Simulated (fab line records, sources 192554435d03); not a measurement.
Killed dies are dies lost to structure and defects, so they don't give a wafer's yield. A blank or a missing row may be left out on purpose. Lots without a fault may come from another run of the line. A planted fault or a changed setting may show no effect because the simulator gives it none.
fab line records | flow n5_finfet
record lots=6 wafers=18 last_day=17
route steps=1938 shown SD_EPI_P@308 PASSIVATION@1936
lots that met no fault: from a run of the same line without faults
start_h: hours from the record's first day to the start of the lot's first wafer shown | wait_h: hours since the lot's step before | " the same as in the row above | L1.1+2: a row that stands for several wafers | - no value, or no start given | * or withheld: withheld | < > ~ a bound
route shown NAME@n: a module of which the file shows steps, and the number in the route of the first | usual: mean/standard deviation of fault-free wafers | same: alike in all rows | chamber/n: place in a boat | sites: the reading at each site | _std_site: their standard deviation | _edge_site: outer sites' mean less inner sites' | radius_mm: how far each site lies from the wafer's centre | mask NAME#n: copy n | behind: the tool/chamber that last shaped the wafer | hold: why the lot was held/for how many hours/how that ended | device: the transistor (n, p or np) that didn't switch | end of line: the same wafers' tests at the end of the route | a step without rows: its recipe alone | killed: dies lost to structure and defects at the first sort, not the wafer's yield | map: a wafer's dies, x killed, . not, _ none there
set.NAME: the setting as run; set.NAME@STEP: as run at that earlier step | model.NAME: the simulator's own value behind a step, which no gauge read
lots at some steps of the route; a table a step, a row a wafer
services: from which hour (start_h, from the record's first day; less than 0 if before it) a tool's chamber was out of use, for how many hours, and why
## steps
# step N5_SD_EPI_P_ETCH_37
# recipe chemistry=N2/H2 target=SOC overetch_a=1080 mask_material=SiARC temp_c=40 ion_energy_ev=100 source_w=3000 bias_w=133 pressure_mtorr=20 time_s=486 n2_flow_sccm=200 h2_flow_sccm=200 ends=end_point
# usual drypump_motor_current_A=5.9/0.57 h2_flow_sccm=200.0/0.57 oes_product_au=0.70/0.078 rf_vpp_V=240.7/1.2 showerhead_plenum_p_Torr=2.54/0.073 throttle_valve_pct=23.9/0.35
# columns lot.wafer tool chamber start_h wait_h drypump_motor_current_A h2_flow_sccm oes_product_au rf_hours_counter_h rf_vpp_V showerhead_plenum_p_Torr throttle_valve_pct
L786.1 rie_diel-03 3 65.01 0.0 6.3 199.7 0.67 171 242.2 2.63 23.4
L786.2 " 0 " " 5.1 199.9 0.81 33 241.3 2.59 23.3
L786.3 " 1 " " 5.3 200.0 0.70 137 241.6 2.55 23.6
L794.1 rie_diel-01 1 107.06 0.0 5.2 199.0 0.66 182 240.0 2.52 24.1
L794.3 " 3 " " 6.4 200.5 0.82 31 239.7 2.49 23.7
L794.4 " 2 " " 6.1 199.7 0.61 250 239.7 2.51 23.8
L796.1 rie_diel-01 3 121.23 0.0 6.4 200.0 0.80 37 240.1 2.49 23.7
L796.3 " 1 " " 5.2 199.4 0.65 188 240.9 2.52 24.1
L796.4 " 1 " " 5.2 200.8 0.65 - 240.6 2.52 24.1
L799.2 rie_diel-03 0 139.18 0.0 5.0 199.3 0.77 55 240.4 2.58 23.3
L799.5 " 0 " " 5.0 200.1 0.77 - 241.0 2.58 23.4
L799.6 " 3 " " 6.2 200.1 0.66 - 242.3 2.62 23.4
L800.2 rie_diel-04 2 148.07 0.0 5.7 199.0 0.81 11 241.9 2.62 24.3
L800.3 " 3 " " 6.6 199.5 0.65 178 240.0 2.43 24.1
L800.6 " 0 " " 5.7 199.9 0.61 - 242.0 2.62 24.4
L805.2 rie_diel-04 1 174.32 0.0 6.5 199.1 0.70 103 240.5 2.55 23.9
L805.3 " 3 " " 6.6 200.4 0.66 186 239.5 2.43 24.1
L805.4 " 0 " " 5.7 200.8 0.60 243 240.2 2.61 24.4
# step N5_SD_EPI_P_STRIP_38
# recipe chemistry=N2/H2 temp_c=40 n2_flow_sccm=200 h2_flow_sccm=200 rf_frequency_hz=6e+07
# step N5_SD_EPI_P_ETCHBACK_46
# recipe chemistry=CH3F/O2 mode=anisotropic_etchback target=SiNx target_depth_a=175 stop_on=SiO2 over_etch_frac=0.3 ion_energy_ev=120 pressure_mtorr=30 source_w=395 bias_w=73 Ar_flow_sccm=150 CH3F_flow_sccm=30 O2_flow_sccm=20
# usual drypump_motor_current_A=5.9/0.58 oes_product_au=0.67/0.075 rf_vpp_V=301/5.7 showerhead_plenum_p_Torr=2.00/0.06 throttle_valve_pct=16.4/0.31
# columns lot.wafer tool chamber start_h wait_h drypump_motor_current_A oes_product_au rf_hours_counter_h rf_vpp_V showerhead_plenum_p_Torr throttle_valve_pct
L786.1 rie_diel-03 3 65.34 0.0 6.3 0.64 171 306 2.09 16.4
L786.2 " 0 " " 5.0 0.77 33 300 2.03 15.8
L786.3 " 1 " " 5.3 0.67 137 302 2.02 16.2
L794.1 rie_diel-01 1 107.39 0.0 5.2 0.62 183 291 1.97 16.6
L794.3 " 3 " " 6.4 0.78 31 302 1.98 16.2
L794.4 " 2 " " 6.1 0.57 250 297 1.95 16.3
L796.1 rie_diel-01 3 121.55 0.0 6.4 0.78 37 301 1.97 16.2
L796.3 " 1 " " 5.2 0.62 189 290 1.97 16.6
L796.4 " 1 " " 5.2 0.62 - 291 1.97 16.6
L799.2 rie_diel-03 0 139.50 0.0 5.1 0.74 55 300 2.02 15.8
L799.5 " 0 " " 5.0 0.74 - 300 2.02 15.8
L799.6 " 3 " " 6.3 0.63 - 306 2.08 16.4
L800.2 rie_diel-04 2 148.39 0.0 5.7 0.77 11 311 2.07 16.4
L800.3 " 3 " " 6.6 0.63 178 303 1.91 16.6
L800.6 " 0 " " 5.7 0.58 - 299 2.05 16.9
L805.2 rie_diel-04 1 174.65 0.0 6.5 0.68 103 305 2.03 16.4
L805.3 " 3 " " 6.6 0.62 186 302 1.91 16.7
L805.4 " 0 " " 5.7 0.57 243 297 2.05 16.9
# step N5_SD_EPI_P_ETCH_47
# recipe chemistry=CH3F/O2 target=SiOCN target_depth_a=250 mask_material=SOC ion_energy_ev=60 bias_w=29 pressure_mtorr=30 source_w=410 Ar_flow_sccm=150 CH3F_flow_sccm=30 O2_flow_sccm=20
# step N5_SD_EPI_P_ETCH_16
# recipe chemistry=CHF3/O2 target=SiO2 target_depth_a=50 mask_material=SOC pressure_mtorr=30 source_w=650 bias_w=170 Ar_flow_sccm=200 CHF3_flow_sccm=50 O2_flow_sccm=5 ion_energy_ev=200
# usual drypump_motor_current_A=5.9/0.57 oes_product_au=0.79/0.094 rf_vpp_V=531/9.9 showerhead_plenum_p_Torr=2.41/0.07 throttle_valve_pct=18.98/0.29
# columns lot.wafer tool chamber start_h wait_h drypump_motor_current_A oes_product_au rf_hours_counter_h rf_vpp_V showerhead_plenum_p_Torr throttle_valve_pct
L786.1 rie_diel-03 3 65.54 0.1 6.2 0.74 171 540 2.51 18.88
L786.2 " 0 " " 5.0 0.91 33 528 2.45 18.37
L786.3 " 1 " " 5.3 0.79 137 535 2.43 18.79
L794.1 rie_diel-01 1 107.59 0.1 5.2 0.73 183 510 2.38 19.10
L794.3 " 3 " " 6.4 0.91 31 530 2.38 18.78
L794.4 " 2 " " 6.1 0.67 250 520 2.36 18.81
L796.1 rie_diel-01 3 121.75 0.1 6.4 0.90 37 531 2.38 18.77
L796.3 " 1 " " 5.2 0.72 189 511 2.37 19.13
L796.4 " 1 " " 5.2 0.73 - 511 2.37 19.13
L799.2 rie_diel-03 0 139.70 0.1 5.0 0.87 55 530 2.44 18.41
L799.5 " 0 " " 5.0 0.88 - 530 2.44 18.41
L799.6 " 3 " " 6.3 0.72 - 538 2.50 18.92
L800.2 rie_diel-04 2 148.59 0.1 5.7 0.90 11 550 2.49 19.02
L800.3 " 3 " " 6.6 0.72 178 535 2.30 19.16
L800.6 " 0 " " 5.7 0.68 - 524 2.47 19.48
L805.2 rie_diel-04 1 174.85 0.1 6.5 0.78 103 535 2.44 18.97
L805.3 " 3 " " 6.6 0.72 186 533 2.30 19.17
L805.4 " 0 " " 5.7 0.67 243 522 2.47 19.50
# step N5_SD_EPI_P_STRIP_50
# recipe chemistry=CHF3/O2 resist=SiARC rf_frequency_hz=6e+07
# step N5_SD_EPI_P_SD_RECESS_17
# recipe chemistry=HBr/Cl2/O2 target_depth_a=391 bt_time_s=3 pressure_mtorr=10 icp_w=800 bias_w=112 HBr_flow_sccm=150 Cl2_flow_sccm=80 O2_flow_sccm=12
# usual drypump_motor_current_A=5.7/0.53 oes_product_au=1.003/0.011 throttle_valve_pct=37.06/0.3
# columns lot.wafer tool chamber start_h wait_h drypump_motor_current_A oes_product_au rf_hours_counter_h throttle_valve_pct
L786.1 rie_si-01 0 65.61 0.0 6.3 0.996 181 37.07
L786.2 " 3 " " 5.9 0.982 92 36.46
L786.3 " 2 " " 6.3 1.002 172 36.80
L794.1 rie_si-01 0 107.66 0.0 6.2 1.013 182 37.10
L794.3 " 1 " " 5.2 1.008 49 37.41
L794.4 " 3 " " 5.9 0.984 93 36.49
L796.1 rie_si-01 2 121.82 0.0 6.3 0.997 174 36.79
L796.3 " 1 " " 5.2 0.991 49 37.41
L796.4 " 0 " " 6.3 1.007 182 37.07
L799.2 rie_si-06 1 139.77 0.0 5.0 1.004 14 37.17
L799.5 " 0 " " 5.2 1.003 - 37.22
L799.6 " 3 " " 6.4 0.972 - 36.83
L800.2 rie_si-03 2 148.66 0.0 5.3 1.008 10 37.42
L800.3 " 0 " " 6.4 1.015 184 37.15
L800.6 " 1 " " 5.3 0.997 - 37.27
L805.2 rie_si-01 0 174.92 0.0 6.3 1.004 184 37.08
L805.3 " 1 " " 5.2 1.001 50 37.40
L805.4 " 2 " " 6.3 1.006 174 36.79
# step N5_SD_EPI_P_WET_ETCH_45
# recipe chemistry=dHF dilution=withheld time_s=10.7 target=SiO2 target_depth_a=20 temp_c=25 dry=ipa_marangoni rinse_time_s=30 rinse_temp_c=23
# step N5_SD_EPI_P_STRIP_40
# recipe chemistry=N2/H2 power_w=1000 temp_c=250 h2_frac=0.65 overash_fraction=0.3 pressure_mtorr=withheld n2_flow_sccm=1750 h2_flow_sccm=3250
# usual drypump_motor_current_A=5.6/0.32 h2_flow_sccm=3249/11 heater_power_w=350/23 oes_product_au=0.761/0.011
# columns lot.wafer tool chamber start_h wait_h drypump_motor_current_A h2_flow_sccm heater_power_w oes_product_au rf_hours_counter_h
L786.1 plasma_asher-01 0 65.75 0.0 6.0 3266 368 0.758 35
L786.2 " 1 " " 5.5 3251 357 0.762 35
L786.3 " 0 " " 6.0 3257 363 0.756 -
L794.1 plasma_asher-01 1 107.80 0.0 5.6 3236 355 0.741 44
L794.3 " 1 " " 5.6 3258 359 0.759 -
L794.4 " 0 " " 6.0 3218 381 0.759 -
L796.1 plasma_asher-02 1 121.97 0.0 5.1 3245 312 0.759 96
L796.3 " 0 " " 5.7 3252 337 0.776 -
L796.4 " 1 " " 5.1 3235 306 0.746 -
L799.2 plasma_asher-01 0 139.92 0.0 6.0 3258 380 0.756 51
L799.5 " 0 " " 6.0 3258 372 0.762 -
L799.6 " 1 " " 5.6 3258 349 0.744 -
L800.2 plasma_asher-02 0 148.81 0.0 5.7 3244 332 0.791 101
L800.3 " 0 " " 5.8 3256 329 0.762 -
L800.6 " 0 " " 5.7 3253 333 0.761 -
L805.2 plasma_asher-01 1 175.06 0.0 5.6 3260 353 0.765 58
L805.3 " 0 " " 6.0 3249 372 0.746 -
L805.4 " 1 " " 5.5 3258 361 0.769 -
# step N5_SD_EPI_P_PRECLEAN_52
# recipe chemistry=O3/DIW time_s=60 temp_c=22 o3_ppm=10
# step N5_SD_EPI_P_SRD_20
# recipe dry=ipa_marangoni do_ppb=5 time_s=30 temp_c=23 rinse_liquid=diw
# step N5_SD_EPI_P_PRECLEAN_51
# recipe chemistry=NF3:NH3 afs_cycles=1 temp_c=30 time_s=20 sublimation_temp_c=180 sublimation_time_s=60 pressure_torr=3 rf_power_w=30
# step N5_SD_EPI_P_VAPOR_ETCH_44
# recipe chemistry=NF3/Ar target=SiGe30 temp_c=25 time_s=3.3 mode=isotropic
# columns lot.wafer tool chamber start_h wait_h
L786.1+2+3 epi_rpcvd-01 0 66.09 0.1
L794.1+3+4 epi_rpcvd-03 0 108.14 0.1
L794.1+3+4 epi_rpcvd-03 0 108.49 0.3
L796.1+3+4 epi_rpcvd-02 0 122.37 0.2
L796.1+3+4 epi_rpcvd-02 0 122.77 0.4
L799.2+5+6 epi_rpcvd-02 0 140.36 0.2
L800.2+3+6 epi_rpcvd-03 0 149.17 0.1
L805.2+3+4 epi_rpcvd-01 0 175.50 0.2
# step N5_SD_EPI_P_EPI_21
# recipe material=SiGe:B dopant=B temp_c=550 pressure_torr=20 ambient=H2 time_s=355
# step N5_PASSIVATION_PROBE_49
# usual killed_at_M0_to_M3=36/10 killed_at_M4_up=13/5.5 killed_at_contacts=12/5.6 killed_at_front_end=42/12 killed_at_other=4/3.2 killed_dies=108/18 killed_on_rim=15/4.1 killed_open=71/13 killed_short=34/7.8
# same gross_dies=1180 killed_at_back_side=0
# columns lot.wafer tool chamber start_h wait_h killed_at_M0_to_M3 killed_at_M4_up killed_at_contacts killed_at_front_end killed_at_other killed_dies killed_on_rim killed_open killed_short
L786.1 prober-02 - 275.93 0.0 38 11 5 48 8 110 17 76 32
L786.2 prober-02 - 275.98 0.1 36 17 4 45 3 105 8 73 30
L786.3 prober-02 - 276.03 0.1 36 13 10 64 4 127 19 85 35
L796.1 prober-01 - 347.91 0.0 40 18 8 31 5 102 16 73 29
L796.3 prober-01 - 348.01 0.1 45 15 8 19 6 93 9 66 26
L796.4 prober-01 - 348.06 0.2 34 9 16 35 2 96 11 66 27
L799.2 prober-01 - 376.71 0.1 27 16 11 53 4 111 15 75 36
L799.5 prober-01 - 376.86 0.2 42 6 19 47 4 118 11 81 34
L799.6 prober-01 - 376.91 0.3 37 7 3 57 0 104 12 68 30
L800.2 prober-01 - 385.75 0.1 17 16 5 35 10 83 11 52 31
L800.3 prober-01 - 385.80 0.1 37 14 6 41 2 100 17 69 29
L800.6 prober-01 - 385.95 0.3 38 12 9 43 2 104 15 66 35
L805.2 prober-02 - 399.00 0.1 49 31 18 50 1 149 23 100 49
L805.3 prober-02 - 399.05 0.1 48 14 14 47 3 126 12 74 50
L805.4 prober-02 - 399.10 0.2 47 27 17 50 4 145 23 99 46
# killed by level:class
L786.1 STI_FIN_REVEAL:geometric_particle:open=23 BEOL_M3:geometric_particle:open=15 BEOL_M1:geometric_particle:open=6 FIN_SAQP:geometric_particle:open=5 FIN_SAQP:geometric_particle:short=5 STI_FIN_REVEAL:geometric_particle:short=5 BEOL_M2:geometric_particle:open=5 MOL_CONTACT_COAG:geometric_particle:open=4
L786.2 STI_FIN_REVEAL:geometric_particle:open=16 BEOL_M3:geometric_particle:open=12 BEOL_M2:geometric_particle:open=7 BEOL_M0_SAQP:geometric_particle:short=6 FIN_SAQP:geometric_particle:open=5 FIN_SAQP:geometric_particle:short=5 STI_FIN_REVEAL:geometric_particle:short=5 BEOL_M4:geometric_particle:open=5
L786.3 STI_FIN_REVEAL:geometric_particle:open=16 FIN_SAQP:geometric_particle:open=10 BEOL_M3:geometric_particle:open=9 GATE_CUT:geometric_particle:short=9 BEOL_M4:geometric_particle:open=8 BEOL_M0_SAQP:geometric_particle:short=7 BEOL_M2:geometric_particle:open=7 MOL_CONTACT_COAG:geometric_particle:open=6
L796.1 BEOL_M4:geometric_particle:open=13 BEOL_M2:geometric_particle:open=12 FIN_SAQP:geometric_particle:open=9 DUMMY_GATE:geometric_particle:open=9 BEOL_M0_SAQP:geometric_particle:short=8 MOL_CONTACT_COAG:geometric_particle:open=7 BEOL_M0_SAQP:geometric_particle:open=7 BEOL_M3:geometric_particle:open=6
L796.3 BEOL_M1:geometric_particle:open=11 MOL_CONTACT_COAG:geometric_particle:open=8 BEOL_M0_SAQP:geometric_particle:open=7 BEOL_M3:geometric_particle:open=6 BEOL_M2:geometric_particle:open=6 DUMMY_GATE:geometric_particle:open=5 FIN_SAQP:geometric_particle:open=4 BEOL_M0_SAQP:geometric_particle:short=4
L796.4 MOL_CONTACT_COAG:geometric_particle:open=15 DUMMY_GATE:geometric_particle:open=10 BEOL_M0_SAQP:geometric_particle:short=9 STI_FIN_REVEAL:geometric_particle:open=7 BEOL_M0_SAQP:geometric_particle:open=6 BEOL_M0:geometric_particle:open=6 FIN_SAQP:geometric_particle:short=5 BEOL_M1:geometric_particle:open=4
L799.2 STI_FIN_REVEAL:geometric_particle:open=21 BEOL_M0_SAQP:geometric_particle:short=12 FIN_SAQP:geometric_particle:open=11 BEOL_M4:geometric_particle:open=9 MOL_CONTACT_COAG:geometric_particle:open=6 BEOL_M0_SAQP:geometric_particle:open=6 MOL_CONTACT_COAG:geometric_particle:short=5 BEOL_M1:geometric_particle:open=5
L799.5 MOL_CONTACT_COAG:geometric_particle:open=16 BEOL_M0_SAQP:geometric_particle:short=14 FIN_SAQP:geometric_particle:open=13 BEOL_M0_SAQP:geometric_particle:open=8 FIN_SAQP:geometric_particle:short=7 BEOL_M1:geometric_particle:open=7 STI_FIN_REVEAL:geometric_particle:open=7 BEOL_M2:geometric_particle:open=7
L799.6 FIN_SAQP:geometric_particle:open=13 STI_FIN_REVEAL:geometric_particle:open=11 FIN_SAQP:geometric_particle:short=10 BEOL_M1:geometric_particle:open=9 BEOL_M0_SAQP:geometric_particle:open=7 BEOL_M1:geometric_particle:short=6 BEOL_M3:geometric_particle:open=5 BEOL_M2:geometric_particle:open=5
L800.2 BEOL_M0_SAQP:geometric_particle:short=7 BEOL_M4:geometric_particle:short=6 PAD_METAL:geometric_particle:open=6 GATE_CUT:geometric_particle:open=5 MOL_CONTACT_COAG:geometric_particle:open=5 BEOL_M0_SAQP:geometric_particle:open=5 BEOL_M4:geometric_particle:open=5 FIN_SAQP:geometric_particle:open=4
L800.3 FIN_SAQP:geometric_particle:open=17 BEOL_M2:geometric_particle:open=9 BEOL_M3:geometric_particle:open=7 GATE_CUT:geometric_particle:short=7 BEOL_M0_SAQP:geometric_particle:open=7 MOL_CONTACT_COAG:geometric_particle:open=6 BEOL_M1:geometric_particle:open=6 FIN_SAQP:geometric_particle:short=3
L800.6 BEOL_M2:geometric_particle:open=14 SPACER0:geometric_particle:short=7 GATE_CUT:geometric_particle:open=7 DUMMY_GATE:geometric_particle:open=6 MOL_CONTACT_COAG:geometric_particle:open=6 BEOL_M0_SAQP:geometric_particle:open=5 BEOL_M0_SAQP:geometric_particle:short=5 FIN_SAQP:geometric_particle:short=4
L805.2 BEOL_M0_SAQP:geometric_particle:open=18 BEOL_M0_SAQP:geometric_particle:short=17 STI_FIN_REVEAL:geometric_particle:open=16 BEOL_M4:geometric_particle:open=13 FIN_SAQP:geometric_particle:open=11 MOL_CONTACT_COAG:geometric_particle:open=10 MOL_CONTACT_COAG:geometric_particle:short=8 BEOL_M4:geometric_particle:short=8
L805.3 FIN_SAQP:geometric_particle:short=16 BEOL_M0_SAQP:geometric_particle:short=14 MOL_CONTACT_COAG:geometric_particle:open=12 BEOL_M0_SAQP:geometric_particle:open=11 STI_FIN_REVEAL:geometric_particle:open=8 BEOL_M2:geometric_particle:open=8 BEOL_M1:geometric_particle:open=6 BEOL_M3:geometric_particle:open=6
L805.4 BEOL_M4:geometric_particle:open=15 FIN_SAQP:geometric_particle:open=14 MOL_CONTACT_COAG:geometric_particle:open=14 FIN_SAQP:geometric_particle:short=12 BEOL_M0_SAQP:geometric_particle:open=11 BEOL_M0_SAQP:geometric_particle:short=11 BEOL_M3:geometric_particle:open=9 BEOL_M1:geometric_particle:open=6
## services
# columns tool chamber start_h hours kind
rie_si-01 - 46.52 0.5 repair
plasma_asher-01 - 52.56 3.0 repair
rie_diel-01 - 61.20 4.3 pm
rie_diel-03 - 63.79 0.7 repair
rie_si-06 2 69.23 8.5 repair
rie_diel-03 0 86.86 11.8 repair
plasma_asher-02 - 88.29 2.8 pm
rie_diel-03 3 95.85 18.6 repair
rie_diel-04 2 97.76 - clean
rie_diel-04 2 97.76 - consumable_replace:focus_ring
rie_diel-04 2 97.76 20.2 scheduled_down
rie_diel-04 2 97.76 20.2 vent_cycle
rie_si-03 2 105.54 6.1 repair
rie_diel-01 2 107.64 - clean
rie_diel-01 2 107.64 - consumable_replace:focus_ring
rie_diel-04 1 129.49 9.0 repair
rie_diel-04 0 130.52 10.4 repair
rie_diel-04 1 139.52 4.0 repair
rie_si-06 - 147.55 3.1 repair
## key
first_sign step=N5_SD_EPI_P_VAPOR_ETCH_44 reading=visit direction=added
effect none on later readings
met_at N5_SD_EPI_P_VAPOR_ETCH_44
struck_wafers L794.1,L794.3,L794.4,L796.1,L796.3,L796.4
rows_end L794.1,L794.3,L794.4
tester_left_out L796
fault kind=repeated_step_whole tool=epi_rpcvd-01,epi_rpcvd-02,epi_rpcvd-03 chamber=- onset_h=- steps=N5_SD_EPI_P_VAPOR_ETCH_44 times=1 scope=struck_lots_only
# tester_left_out: of these lots the tester's yield and bins aren't shown, on N5 and GAA mostly nor the transistor test; their killed dies are dies lost to structure and defects alone, not to doping, threshold or leakage, so they don't give the yield
# rows_end: these wafers met a further fault down the route, and their rows from its step on are left out
